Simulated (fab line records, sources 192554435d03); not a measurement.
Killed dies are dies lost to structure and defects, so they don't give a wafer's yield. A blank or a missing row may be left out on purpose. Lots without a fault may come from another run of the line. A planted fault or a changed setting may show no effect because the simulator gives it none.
fab line records | flow n5_finfet | part 2 of 2: steps 4 to 6 of 6
record lots=24 wafers=72 last_day=18
route steps=1938 shown BEOL_M4@1104 BEOL_M5@1131
lots that met no fault: from a run of the same line without faults
start_h: hours from the record's first day to the start of the lot's first wafer shown | wait_h: hours since the lot's step before | " the same as in the row above | L1.1+2: a row that stands for several wafers | - no value, or no start given | * or withheld: withheld | < > ~ a bound
route shown NAME@n: a module of which the file shows steps, and the number in the route of the first | usual: mean/standard deviation of fault-free wafers | same: alike in all rows | chamber/n: place in a boat | sites: the reading at each site | _std_site: their standard deviation | _edge_site: outer sites' mean less inner sites' | radius_mm: how far each site lies from the wafer's centre | mask NAME#n: copy n | behind: the tool/chamber that last shaped the wafer | hold: why the lot was held/for how many hours/how that ended | device: the transistor (n, p or np) that didn't switch | end of line: the same wafers' tests at the end of the route | a step without rows: its recipe alone | killed: dies lost to structure and defects at the first sort, not the wafer's yield | map: a wafer's dies, x killed, . not, _ none there
set.NAME: the setting as run; set.NAME@STEP: as run at that earlier step | model.NAME: the simulator's own value behind a step, which no gauge read
steps of the route over a sample of lots; a table a step, a row a wafer
services: from which hour (start_h, from the record's first day; less than 0 if before it) a tool's chamber was out of use, for how many hours, and why
## steps
# step N5_BEOL_M5_STRIP_91
# recipe chemistry=N2/H2 time_s=10 power_w=450 temp_c=40 pressure_mtorr=20 rf_frequency_hz=6e+07 bias_power_w=7 n2_flow_sccm=200 h2_flow_sccm=200
# usual drypump_motor_current_A=5.8/0.47 oes_product_au=0.80/0.087 rf_vpp_V=59.2/0.88 showerhead_plenum_p_Torr=2.49/0.054 throttle_valve_pct=23.74/0.28
# columns lot.wafer tool chamber start_h wait_h drypump_motor_current_A oes_product_au rf_hours_counter_h rf_vpp_V showerhead_plenum_p_Torr throttle_valve_pct
L074.2 rie_diel-03 2 - - 5.6 0.71 187 59.3 2.52 23.93
L074.3 " 1 " " 5.7 0.68 229 57.7 2.51 24.14
L074.4 " 2 " " 5.6 0.72 - 60.3 2.52 23.94
L076.1 rie_diel-01 1 - - 5.8 0.87 62 59.4 2.45 23.21
L076.2 " 0 " " 6.1 0.93 15 59.3 2.48 23.33
L076.4 " 1 " " 5.8 0.87 - 58.8 2.45 23.21
L075.3 rie_diel-06 1 - - 5.3 0.72 209 58.4 2.42 23.83
L075.4 " 3 " " 5.0 0.74 174 59.4 2.42 23.69
L075.5 " 3 " " 5.0 0.75 - 59.3 2.42 23.67
L077.1 rie_diel-01 3 - - 6.7 0.74 157 59.5 2.54 23.76
L077.4 " 1 " " 5.9 0.86 67 59.4 2.45 23.23
L077.6 " 2 " " 6.0 0.93 - 57.5 2.50 24.13
L078.3 rie_diel-03 3 - - 5.0 0.72 212 57.0 2.41 23.64
L078.5 " 2 " " 5.6 0.72 - 57.9 2.52 23.94
L078.6 " 3 " " 5.0 0.71 - 58.1 2.41 23.62
L079.1 rie_diel-06 3 - - 5.0 0.74 178 57.6 2.42 23.68
L079.2 " 1 " " 5.3 0.71 212 59.5 2.42 23.85
L079.6 " 3 " " 5.0 0.75 - 57.5 2.42 23.69
L081.2 rie_diel-03 2 - - 5.6 0.72 200 60.3 2.52 23.96
L081.4 " 0 " " 6.0 0.90 37 58.5 2.59 23.84
L081.5 " 0 " " 6.0 0.90 - 58.5 2.59 23.86
L082.4 rie_diel-03 0 - - 6.0 0.89 39 59.6 2.59 23.83
L082.5 " 3 " " 5.0 0.70 - 58.7 2.40 23.66
L082.6 " 0 " " 6.0 0.89 - 57.3 2.59 23.84
L083.1 rie_diel-01 2 - - 6.0 0.90 22 60.7 2.50 24.12
L083.2 " 1 " " 5.8 0.85 78 59.1 2.45 23.24
L083.6 " 3 " " 6.7 0.73 - 57.8 2.54 23.76
L080.1 rie_diel-06 2 - - 5.8 0.74 191 59.0 2.51 23.67
L080.2 " 3 " " 5.0 0.74 184 58.6 2.42 23.69
L080.4 " 0 " " 6.2 0.85 - 59.2 2.47 23.40
L084.3 rie_diel-01 2 - - 6.1 0.88 25 59.7 2.49 24.11
L084.5 " 3 " " 6.7 0.73 - 60.2 2.54 23.78
L084.6 " 2 " " 6.0 0.89 - 58.9 2.49 24.11
L085.1 rie_diel-06 0 - - 6.2 0.85 69 57.9 2.47 23.39
L085.3 " 1 " " 5.3 0.71 223 60.2 2.41 23.84
L085.5 " 3 " " 5.0 0.74 - 61.4 2.41 23.69
L086.1 rie_diel-06 2 - - 5.8 0.74 198 58.2 2.51 23.71
L086.2 " 0 " " 6.2 0.84 75 59.2 2.46 23.38
L086.3 " 1 " " 5.3 0.70 230 58.5 2.41 23.87
L087.1 rie_diel-01 0 - - 6.1 0.86 43 58.9 2.47 23.35
L087.3 " 2 " " 6.1 0.87 37 61.4 2.49 24.14
L087.4 " 3 " " 6.7 0.72 182 59.2 2.53 23.77
L088.1 rie_diel-01 2 - - 6.0 0.87 39 60.3 2.49 24.12
L088.4 " 0 " " 6.1 0.87 45 60.2 2.47 23.37
L088.5 " 3 " " 6.7 0.72 - 60.5 2.53 23.78
L090.3 rie_diel-03 3 - - 5.0 0.70 230 58.4 2.40 23.66
L090.4 " 1 " " 5.6 0.96 - 59.5 2.50 23.91
L090.6 " 0 " " 6.0 0.88 - 58.0 2.58 23.87
L091.2 rie_diel-01 2 - - 6.1 0.86 43 58.7 2.49 24.15
L091.3 " 3 " " 6.7 0.72 188 59.2 2.53 23.78
L091.6 " 3 " " 6.6 0.72 - 59.9 2.53 23.79
L089.3 rie_diel-01 2 - - 6.0 0.85 46 58.9 2.49 24.14
L089.5 " 2 " " 6.1 0.85 - 58.7 2.48 24.15
L089.6 " 1 " " 5.9 0.82 - 58.1 2.44 23.26
L092.2 rie_diel-03 2 - - 5.6 0.69 219 59.1 2.51 23.97
L092.3 " 3 " " 5.0 0.69 235 58.5 2.40 23.67
L092.4 " 1 " " 5.7 0.94 6 58.7 2.50 23.95
L094.1 rie_diel-03 2 - - 5.6 0.70 219 58.7 2.51 23.97
L094.2 " 0 " " 6.0 0.87 58 60.2 2.58 23.86
L094.4 " 3 " " 5.0 0.70 235 59.2 2.40 23.68
L093.1 rie_diel-03 0 - - 6.0 0.86 60 59.2 2.58 23.89
L093.2 " 1 " " 5.7 0.92 8 59.9 2.50 23.93
L093.4 " 3 " " 4.9 0.69 236 59.4 2.40 23.68
L095.2 rie_diel-01 3 - - 6.7 0.70 196 60.0 2.53 23.79
L095.3 " 1 " " 5.8 0.82 105 59.9 2.44 23.26
L095.4 " 0 " " 6.1 0.85 56 59.5 2.47 23.37
L096.3 rie_diel-03 2 - - 5.6 0.69 226 59.9 2.51 23.99
L096.5 " 0 " " 6.0 0.85 - 60.9 2.58 23.87
L096.6 " 1 " " 5.7 0.91 - 58.9 2.49 23.93
L097.1 rie_diel-03 2 - - 5.6 0.69 227 59.0 2.51 23.99
L097.4 " 0 " " 6.0 0.85 67 59.0 2.58 23.89
L097.5 " 3 " " 5.0 0.69 - 59.1 2.39 23.69
# step N5_BEOL_M5_SPUTTER_48
# recipe material=Cu target_thk_a=150 temp_c=-20 chamber_pressure_pa=0.07 power_w=withheld time_s=27.62
# usual throttle_valve_pct=29.5/1.1
# columns lot.wafer tool chamber start_h wait_h throttle_valve_pct
L074.2 pvd_sputter-03 - 170.96 0.1 28.5
L074.3 " - " " 28.9
L074.4 " - " " 28.9
L076.1 pvd_sputter-02 - 171.55 0.3 30.2
L076.2 " - " " 29.4
L076.4 " - " " 30.1
L075.3 pvd_sputter-01 - 189.07 0.1 29.2
L075.4 " - " " 27.9
L075.5 " - " " 29.3
L077.1 pvd_sputter-02 - 189.39 0.1 30.0
L077.4 " - " " 30.2
L077.6 " - " " 31.1
L078.3 pvd_sputter-02 - 194.40 0.1 30.5
L078.5 " - " " 30.0
L078.6 " - " " 29.2
L079.1 pvd_sputter-03 - 205.28 0.1 28.9
L079.2 " - " " 28.6
L079.6 " - " " 28.5
L081.2 pvd_sputter-03 - 215.73 0.4 28.8
L081.4 " - " " 28.7
L081.5 " - " " 28.5
L082.4 pvd_sputter-03 - 221.33 0.0 28.5
L082.5 " - " " 28.9
L082.6 " - " " 30.9
L083.1 pvd_sputter-02 - 227.09 0.1 30.5
L083.2 " - " " 30.2
L083.6 " - " " 31.0
L080.1 pvd_sputter-01 - 229.15 0.1 30.3
L080.2 " - " " 27.7
L080.4 " - " " 29.0
L084.3 pvd_sputter-03 - 232.25 0.2 28.7
L084.5 " - " " 28.6
L084.6 " - " " 30.7
L085.1 pvd_sputter-02 - 246.13 0.1 30.0
L085.3 " - " " 30.1
L085.5 " - " " 30.9
L086.1 pvd_sputter-02 - 259.67 0.4 29.3
L086.2 " - " " 30.3
L086.3 " - " " 31.2
L087.1 pvd_sputter-01 - 263.53 0.4 30.6
L087.3 " - " " 28.9
L087.4 " - " " 27.8
L088.1 pvd_sputter-02 - 266.36 0.1 30.2
L088.4 " - " " 29.7
L088.5 " - " " 30.4
L090.3 pvd_sputter-03 - 272.33 0.1 28.6
L090.4 " - " " 28.8
L090.6 " - " " 28.5
L091.2 pvd_sputter-01 - 281.47 1.4 28.1
L091.3 " - " " 28.9
L091.6 " - " " 29.1
L089.3 pvd_sputter-02 - 285.93 0.1 30.0
L089.5 " - " " 29.5
L089.6 " - " " 31.0
L092.2 pvd_sputter-01 - 292.11 0.1 27.9
L092.3 " - " " 29.1
L092.4 " - " " 30.8
L094.1 pvd_sputter-02 - 292.80 0.1 30.1
L094.2 " - " " 29.2
L094.4 " - " " 31.3
L093.1 pvd_sputter-03 - 295.62 0.1 28.5
L093.2 " - " " 28.8
L093.4 " - " " 28.7
L095.2 pvd_sputter-01 - 297.31 0.2 30.7
L095.3 " - " " 27.5
L095.4 " - " " 29.2
L096.3 pvd_sputter-02 - 315.06 0.2 30.2
L096.5 " - " " 31.3
L096.6 " - " " 30.0
L097.1 pvd_sputter-01 - 317.79 0.2 27.5
L097.4 " - " " 27.5
L097.5 " - " " 27.7
# step N5_BEOL_M5_DEP_56
# recipe material=SiCN target_thk_a=80 temp_c=withheld precursor=3MS/NH3 pressure_torr=3 rf_w=202 time_s=14
# usual showerhead_plenum_p_Torr=3.669/0.014 showerhead_vpp_V=870/58 throttle_valve_pct=9.07/0.29
# columns lot.wafer tool chamber start_h wait_h showerhead_plenum_p_Torr showerhead_vpp_V throttle_valve_pct
L074.2 pecvd-03 2 176.85 0.0 3.643 849 9.37
L074.3 " 1 " " 3.664 876 9.30
L074.4 " 2 " " 3.649 855 9.37
L076.1 pecvd-04 0 179.93 0.0 3.669 764 9.07
L076.2 " 1 " " 3.662 931 9.09
L076.4 " 2 " " 3.660 894 8.75
L075.3 pecvd-02 2 195.66 0.0 3.682 839 9.18
L075.4 " 2 " " 3.679 836 9.29
L075.5 " 0 " " 3.661 963 9.54
L077.1 pecvd-04 2 196.37 0.0 3.655 877 8.95
L077.4 " 2 " " 3.659 888 9.32
L077.6 " 1 " " 3.674 939 8.94
L078.3 pecvd-03 1 203.13 0.0 3.676 873 9.27
L078.5 " 1 " " 3.675 884 8.97
L078.6 " 0 " " 3.693 891 9.35
L079.1 pecvd-02 2 212.95 0.0 3.682 827 9.42
L079.2 " 0 " " 3.657 967 9.18
L079.6 " 2 " " 3.681 831 9.40
L081.2 pecvd-04 2 221.86 0.0 3.658 896 8.99
L081.4 " 2 " " 3.652 901 9.03
L081.5 " 2 " " 3.657 897 9.14
L082.4 pecvd-03 0 226.72 0.0 3.691 888 9.57
L082.5 " 1 " " 3.675 886 9.50
L082.6 " 0 " " 3.696 897 9.25
L083.1 pecvd-04 0 232.60 0.0 3.672 765 8.66
L083.2 " 1 " " 3.666 935 8.75
L083.6 " 1 " " 3.665 954 9.27
L080.1 pecvd-02 0 234.49 0.0 3.662 963 9.35
L080.2 " 1 " " 3.672 829 8.50
L080.4 " 1 " " 3.659 839 8.58
L084.3 pecvd-04 1 237.59 0.0 3.657 946 8.94
L084.5 " 0 " " 3.675 777 8.74
L084.6 " 2 " " 3.664 867 9.30
L085.1 pecvd-04 2 251.46 0.0 3.660 899 8.90
L085.3 " 1 " " 3.660 926 8.98
L085.5 " 0 " " 3.678 766 9.05
L086.1 pecvd-03 2 265.17 0.0 3.645 844 8.94
L086.2 " 0 " " 3.695 908 9.38
L086.3 " 1 " " 3.663 887 9.37
L087.1 pecvd-04 1 269.06 0.0 3.666 962 9.04
L087.3 " 2 " " 3.657 904 9.20
L087.4 " 0 " " 3.671 763 8.91
L088.1 pecvd-04 0 271.70 0.0 3.676 755 8.81
L088.4 " 1 " " 3.662 956 8.96
L088.5 " 2 " " 3.660 881 8.88
L090.3 pecvd-03 1 277.78 0.0 3.675 874 9.26
L090.4 " 2 " " 3.648 835 8.56
L090.6 " 0 " " 3.697 920 9.51
L091.2 pecvd-03 1 287.07 0.0 3.671 870 9.24
L091.3 " 0 " " 3.700 903 9.32
L091.6 " 0 " " 3.690 884 9.26
L089.3 pecvd-03 0 291.27 0.0 3.687 890 9.15
L089.5 " 1 " " 3.669 888 9.15
L089.6 " 2 " " 3.637 840 8.76
L092.2 pecvd-04 2 297.44 0.0 3.665 895 8.79
L092.3 " 0 " " 3.666 771 9.14
L092.4 " 2 " " 3.659 890 9.38
L094.1 pecvd-03 1 298.14 0.0 3.671 865 9.14
L094.2 " 0 " " 3.693 901 9.35
L094.4 " 1 " " 3.683 875 8.79
L093.1 pecvd-02 0 301.15 0.0 3.662 947 9.29
L093.2 " 2 " " 3.689 824 9.32
L093.4 " 2 " " 3.683 833 9.31
L095.2 pecvd-03 0 307.88 0.0 3.699 884 9.44
L095.3 " 1 " " 3.670 870 9.23
L095.4 " 1 " " 3.663 879 9.24
L096.3 pecvd-02 1 320.39 0.0 3.666 837 8.63
L096.5 " 0 " " 3.651 980 9.13
L096.6 " 1 " " 3.665 836 8.64
L097.1 pecvd-02 0 323.13 0.0 3.658 960 9.36
L097.4 " 1 " " 3.668 823 8.70
L097.5 " 0 " " 3.656 970 9.30
## services
# columns tool chamber start_h hours kind
rie_diel-01 2 143.72 - clean
rie_diel-01 2 143.72 - consumable_replace:focus_ring
rie_diel-01 2 143.72 12.9 scheduled_down
rie_diel-01 2 143.72 12.9 vent_cycle
pecvd-02 2 151.94 5.0 scheduled_down
rie_diel-01 3 161.64 11.6 repair
rie_diel-03 3 167.69 6.6 repair
pecvd-02 - 172.67 1.9 repair
pecvd-02 0 186.88 2.1 scheduled_down
rie_diel-06 - 193.26 2.8 pm
pecvd-03 2 207.63 5.5 scheduled_down
pecvd-02 - 217.46 14.6 pm
rie_diel-06 1 217.57 10.0 repair
pecvd-04 1 220.31 5.5 scheduled_down
rie_diel-03 3 222.21 10.9 repair
rie_diel-03 1 238.81 - clean
rie_diel-03 1 238.81 - consumable_replace:focus_ring
rie_diel-03 1 238.81 25.4 scheduled_down
rie_diel-03 1 238.81 25.4 vent_cycle
rie_diel-03 - 252.59 14.6 pm
pecvd-03 - 261.81 1.5 repair
rie_diel-03 2 270.09 9.5 repair
rie_diel-06 - 278.78 15.6 pm
